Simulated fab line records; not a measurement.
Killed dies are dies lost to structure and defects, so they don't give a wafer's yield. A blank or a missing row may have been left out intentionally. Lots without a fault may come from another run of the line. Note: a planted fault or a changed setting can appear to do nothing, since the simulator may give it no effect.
A struck lot beside a sound one / flow n5-finfet / 16 steps out of a route of 1938
Sound: the wafers L738.1, L738.4, L738.6. Struck: wafer L746.5; the same lot's L746.4 was not struck, so it is left out; see the end for the cause.
Each step with rows lists, per side, the tool, then ch with its chambers, then its first start. Under that, the readings that differ: sound wafers / struck wafers / difference of the means / sigmas: that difference in standard deviations of wafers without a fault.
alike: readings whose means differ by less than 2 such deviations, and words and numbers that are the same on both sides. not compared: withheld readings, readings that some wafer has no value for, bounds like >300 that may hide the same value, and numbers for which the record gives no deviation and whose values overlap.
The two part at a step that has a row with sigmas, a row that says differs or no value, or rows on one side only. Numbers that don't overlap but have no deviation are shown without sigmas and don't part them. A reading that every wafer of one side lacks parts them only if that side has two wafers or more.

N5_BEOL_M11_HM_DEP_02: deposits TiN, target thk 20 nm.
  sound on pvd-sputter-01, day 13 12:46; struck on pvd-sputter-02, day 14 18:56
  alike: throttle-valve-pct
then, 8 steps without rows for these wafers: N5_BEOL_M11_COAT_59 (time 60 s, resist thk 100 nm); N5_BEOL_M11_COAT_60 (time 60 s, resist thk 30 nm); N5_BEOL_M11_COAT_05 (resist thk 90 nm); N5_BEOL_M11_EBR_07; N5_BEOL_M11_SOFTBAKE_06 (time 60 s); N5_BEOL_M11_EXPOSE_08 (exposes mask M11); N5_BEOL_M11_PEB_09 (peb time 60 s); N5_BEOL_M11_DEVELOP_10 (develop time 30 s).
N5_BEOL_M11_CD_MEAS_11: the cd target is 64.1 nm.
  sound on cd-sem-01 ch 0, day 13 13:16; struck on cd-sem-01 ch 0, day 14 19:24
  alike: cd-nm
N5_BEOL_M11_OVL_MEAS_12:
  sound on overlay-02 ch 0, day 13 13:18; struck on overlay-01 ch 0, day 14 19:25
  alike: M11_OVL
N5_BEOL_M11_INSPECT_13: inspects for defects (brightfield).
  sound on defect-inspect-02, day 13 13:19; struck on defect-inspect-01, day 14 19:27
  alike: raw-defect-count
N5_BEOL_M11_DESCUM_16: chemistry O2, time 7.9 s.
  sound on rie-diel-03 ch 1,3, day 13 13:22; struck on rie-diel-05 ch 3, day 14 19:30
  alike: bias-power-w, drypump-motor-current-A, oes-product-au, rf-vpp-V, showerhead-plenum-p-Torr, throttle-valve-pct
  not compared: rf-hours-counter-h, model.CAR-ArF_of_BEOL_M11_COAT_05.thk-nm
N5_BEOL_M11_ETCH_61: etches SiARC in CF4, target depth 39 nm, time 65 s.
  sound on rie-diel-03 ch 1,3, day 13 13:23; struck on rie-diel-05 ch 3, day 14 19:32
  alike: drypump-motor-current-A, etch-rf-on-time-s, oes-product-au, rf-vpp-V, showerhead-plenum-p-Torr, throttle-valve-pct
  not compared: rf-hours-counter-h, model.CAR-ArF_of_BEOL_M11_COAT_05.thk-nm
N5_BEOL_M11_ETCH_62: etches SOC in N2/H2, target depth 110 nm, overetch 22 nm, time 165 s.
  sound on rie-diel-03 ch 1,3, day 13 13:26; struck on rie-diel-05 ch 3, day 14 19:38
  alike: drypump-motor-current-A, oes-product-au, rf-vpp-V, showerhead-plenum-p-Torr, throttle-valve-pct
  not compared: rf-hours-counter-h
N5_PASSIVATION_PROBE_49:
  rows exist in the record for the struck wafers here (prober-02, day 16 17:49), but not for the sound ones

WHERE THEY PART
N5_PASSIVATION_PROBE_49 only, going by this record.

WHY: whatever the simulator had introduced
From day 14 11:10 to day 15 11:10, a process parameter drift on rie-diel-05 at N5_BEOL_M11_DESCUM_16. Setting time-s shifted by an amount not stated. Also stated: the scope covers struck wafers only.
